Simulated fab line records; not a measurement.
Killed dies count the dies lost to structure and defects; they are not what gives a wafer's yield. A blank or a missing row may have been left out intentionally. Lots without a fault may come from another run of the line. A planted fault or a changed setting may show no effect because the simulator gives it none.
What tool caused it? | flow nandHarc | 14 lots with 42 wafers sampled at 5 steps, on a route of 1302 steps

WHAT THE GAUGES READ, wafer by wafer
NHARC_A_ONON_D2_THK_MEAS_11: measures by ellipsometry. Usual: thkNm 1000 nm, standard deviation 10.
lot  | measured     | on           | thkNm (nm)                    | flag
L407 | day 13 07:58 | filmMetro-02 | 986 985 988                   | 
L410 | day 14 15:42 | filmMetro-02 | 1069 1066 1069 1067 1068 1069 | OFF
L406 | day 15 11:19 | filmMetro-01 | 1005 1006 1005                | 
L411 | day 15 16:32 | filmMetro-01 | 1086 1086 1085 1087 1087 1087 | OFF
L417 | day 17 11:14 | filmMetro-02 | 1001 998 1001                 | 
L418 | day 18 11:47 | filmMetro-02 | 1003 1002 1002                | 
L419 | day 18 18:29 | filmMetro-02 | 988 988 991                   | 
L420 | day 18 18:20 | filmMetro-02 | 988 988 989                   | 
L422 | day 19 12:36 | filmMetro-02 | 1013 1013 1013                | 
L423 | day 19 15:14 | filmMetro-02 | 1012 1011 1012                | 
L425 | day 21 03:40 | filmMetro-02 | 1006 1006 1007                | 
L426 | day 21 05:43 | filmMetro-02 | 997 997 997                   | 
L427 | day 21 05:43 | filmMetro-02 | 986 986 985                   | 
L428 | day 21 19:17 | filmMetro-02 | 1001 1002 1001                | 

WHAT TOOL EACH LOT RAN ON (gives the tool, then ch and the chambers of the sampled wafers, and finally the start)
lot  | NHARC_A_CHANNEL_FILL_D1_ALD_15               | NHARC_A_CHANNEL_FILL_D1_ETCHBACK_20 | NHARC_A_CHANNEL_FILL_D1_ALD_25  | NHARC_A_ONON_D2_DEP_09
L407 | aldSinBatch-02 ch 0, day 10 21:45 or earlier | rieDiel-07 ch 0,2,3, day 10 21:45   | aldHk-04 ch 0,1,2, day 11 10:55 | pecvdOnon-01 ch 0, day 13 07:27
L410 | aldSinBatch-03 ch 0, day 12 00:02 or earlier | rieDiel-01 ch 0,1, day 12 00:02     | aldHk-02 ch 0,3, day 12 14:23   | pecvdOnon-04 ch 0, day 14 15:18
L406 | aldSinBatch-03 ch 0, day 12 11:37 or earlier | rieDiel-01 ch 0,2,3, day 12 11:37   | aldHk-02 ch 1,2,3, day 12 23:34 | pecvdOnon-01 ch 0, day 15 10:48
L411 | aldSinBatch-01 ch 0, day 12 16:06 or earlier | rieDiel-01 ch 0,1, day 12 16:06     | aldHk-02 ch 0,1,2, day 13 06:14 | pecvdOnon-04 ch 0, day 15 16:02
L417 | aldSinBatch-02 ch 0, day 14 08:56            | rieDiel-07 ch 0,1,2, day 14 23:12   | aldHk-02 ch 1,2,3, day 15 11:07 | pecvdOnon-02 ch 0, day 17 10:43
L418 | aldSinBatch-03 ch 0, day 15 19:18 or earlier | rieDiel-01 ch 0,1,3, day 15 19:18   | aldHk-02 ch 1,2,3, day 16 09:25 | pecvdOnon-04 ch 0, day 18 11:16
L419 | aldSinBatch-03 ch 0, day 16 03:11 or earlier | rieDiel-01 ch 1,2,3, day 16 03:11   | aldHk-01 ch 0,1, day 16 16:02   | pecvdOnon-01 ch 0, day 18 17:59
L420 | aldSinBatch-03 ch 0, day 15 17:37            | rieDiel-07 ch 0,3, day 16 08:18     | aldHk-02 ch 1,2,3, day 16 20:20 | pecvdOnon-04 ch 0, day 18 17:50
L422 | aldSinBatch-01 ch 0, day 16 21:34 or earlier | rieDiel-04 ch 2,3, day 16 21:34     | aldHk-02 ch 0,2,3, day 17 10:33 | pecvdOnon-04 ch 0, day 19 12:09
L423 | aldSinBatch-02 ch 0, day 17 01:56 or earlier | rieDiel-07 ch 0,1,2, day 17 01:56   | aldHk-01 ch 0,1,3, day 17 14:06 | pecvdOnon-02 ch 0, day 19 14:47
L425 | aldSinBatch-01 ch 0, day 18 13:07 or earlier | rieDiel-07 ch 0,2, day 18 13:07     | aldHk-01 ch 1,2, day 19 01:47   | pecvdOnon-04 ch 0, day 21 03:09
L426 | aldSinBatch-02 ch 0, day 18 20:38 or earlier | rieDiel-07 ch 1,2, day 18 20:38     | aldHk-01 ch 0,1,2, day 19 10:20 | pecvdOnon-01 ch 0, day 21 05:12
L427 | aldSinBatch-02 ch 0, day 18 20:43 or earlier | rieDiel-04 ch 0,2, day 18 20:43     | aldHk-02 ch 0,1,3, day 19 09:05 | pecvdOnon-04 ch 0, day 21 05:13
L428 | aldSinBatch-03 ch 0, day 19 02:49 or earlier | rieDiel-07 ch 0,1,2, day 19 02:49   | aldHk-01 ch 0,1,2, day 19 14:35 | pecvdOnon-01 ch 0, day 21 18:47
- NHARC_A_CHANNEL_FILL_D1_ALD_15: deposits SiNx, target thk 2 nm, pulse time 60 s, ald cycles 19.
- NHARC_A_CHANNEL_FILL_D1_ETCHBACK_20: etches the open film in C4F8/O2/Ar, target depth 27 nm, time 13.5 s.
- NHARC_A_CHANNEL_FILL_D1_ALD_25: deposits SiOx, target thk 60 nm, pulse time 10 s, ald cycles 600.
- NHARC_A_ONON_D2_DEP_09: target thk 1000 nm.

AS READ BY THE TOOLS THEMSELVES (means over the sampled wafers that have a number; for cases with no such wafer, the mark the record gives instead)
NHARC_A_CHANNEL_FILL_D1_ALD_15. Usual: precursorPulseHeightRel 0.999, standard deviation 0.021.
lot  | tool           | precursorPulseHeightRel | flag
L407 | aldSinBatch-02 | 1.020                   | 
L410 | aldSinBatch-03 | 0.986                   | 
L406 | aldSinBatch-03 | 1.002                   | 
L411 | aldSinBatch-01 | 0.999                   | 
L417 | aldSinBatch-02 | 1.025                   | 
L418 | aldSinBatch-03 | 0.997                   | 
L419 | aldSinBatch-03 | 0.988                   | 
L420 | aldSinBatch-03 | 1.016                   | 
L422 | aldSinBatch-01 | 1.013                   | 
L423 | aldSinBatch-02 | 0.999                   | 
L425 | aldSinBatch-01 | 0.995                   | 
L426 | aldSinBatch-02 | 1.007                   | 
L427 | aldSinBatch-02 | 1.025                   | 
L428 | aldSinBatch-03 | 0.973                   | 

NHARC_A_CHANNEL_FILL_D1_ETCHBACK_20. Usual: biasW 1500 W, standard deviation 4.9; oesProductAu 0.96 a.u., standard deviation 0.037; rfVppV 978 V, standard deviation 6.
lot  | tool       | biasW (W) | oesProductAu (a.u.) | rfVppV (V) | flag
L407 | rieDiel-07 | 1499      | 0.93                | 975        | 
L410 | rieDiel-01 | 1502      | 0.97                | 982        | 
L406 | rieDiel-01 | 1500      | 1.00                | 981        | 
L411 | rieDiel-01 | 1495      | 1.01                | 982        | 
L417 | rieDiel-07 | 1502      | 0.99                | 975        | 
L418 | rieDiel-01 | 1498      | 1.01                | 983        | 
L419 | rieDiel-01 | 1502      | 0.97                | 985        | 
L420 | rieDiel-07 | 1496      | 1.00                | 971        | 
L422 | rieDiel-04 | 1501      | 1.00                | 982        | 
L423 | rieDiel-07 | 1500      | 0.92                | 975        | 
L425 | rieDiel-07 | 1503      | 0.93                | 975        | 
L426 | rieDiel-07 | 1502      | 0.92                | 974        | 
L427 | rieDiel-04 | 1498      | 1.00                | 984        | 
L428 | rieDiel-07 | 1500      | 0.92                | 974        | 

NHARC_A_CHANNEL_FILL_D1_ALD_25. Usual: heaterPowerW 423 W, standard deviation 51; precursorPulseHeightRel 1.001, standard deviation 0.02.
lot  | tool     | heaterPowerW (W) | precursorPulseHeightRel | flag
L407 | aldHk-04 | 479              | 1.016                   | 
L410 | aldHk-02 | 444              | 0.994                   | 
L406 | aldHk-02 | 431              | 0.998                   | 
L411 | aldHk-02 | 424              | 1.003                   | 
L417 | aldHk-02 | 434              | 0.995                   | 
L418 | aldHk-02 | 425              | 0.998                   | 
L419 | aldHk-01 | 385              | 0.987                   | 
L420 | aldHk-02 | 424              | 0.999                   | 
L422 | aldHk-02 | 455              | 1.005                   | 
L423 | aldHk-01 | 415              | 1.005                   | 
L425 | aldHk-01 | 369              | 1.004                   | 
L426 | aldHk-01 | 395              | 1.002                   | 
L427 | aldHk-02 | 412              | 1.008                   | 
L428 | aldHk-01 | 391              | 0.996                   | 

THE ANSWER, worked out from the rows above alone
Rule: a lot is off if the mean of its wafers that have a number lies more than 3 standard deviations from the usual mean. A lot without any number at a reading at which 4 lots or more have one is off too. Where the step has rows for the other lots, those lots are counted as sound. First the gauges in route order, then the tools' own readings, where a lot's mean is used as printed above. At the first step where some lot is off, the reading lying furthest off is the one used; lots without a number count as furthest.
Off: L410, L411, at NHARC_A_ONON_D2_THK_MEAS_11 (thkNm).
If a tool, at a process step before that reading, ran all the lots that are off and no sound lot after the first of them, it fits. Gauges at NHARC_A_ONON_D2_THK_MEAS_11: tried the same way as those tools. NHARC_A_CHANNEL_FILL_D1_ALD_15: start missing for some lots; hours and lot order therefore follow NHARC_A_CHANNEL_FILL_D1_ETCHBACK_20. None of those tried fits.

WHAT WAS PUT IN BY THE SIMULATOR
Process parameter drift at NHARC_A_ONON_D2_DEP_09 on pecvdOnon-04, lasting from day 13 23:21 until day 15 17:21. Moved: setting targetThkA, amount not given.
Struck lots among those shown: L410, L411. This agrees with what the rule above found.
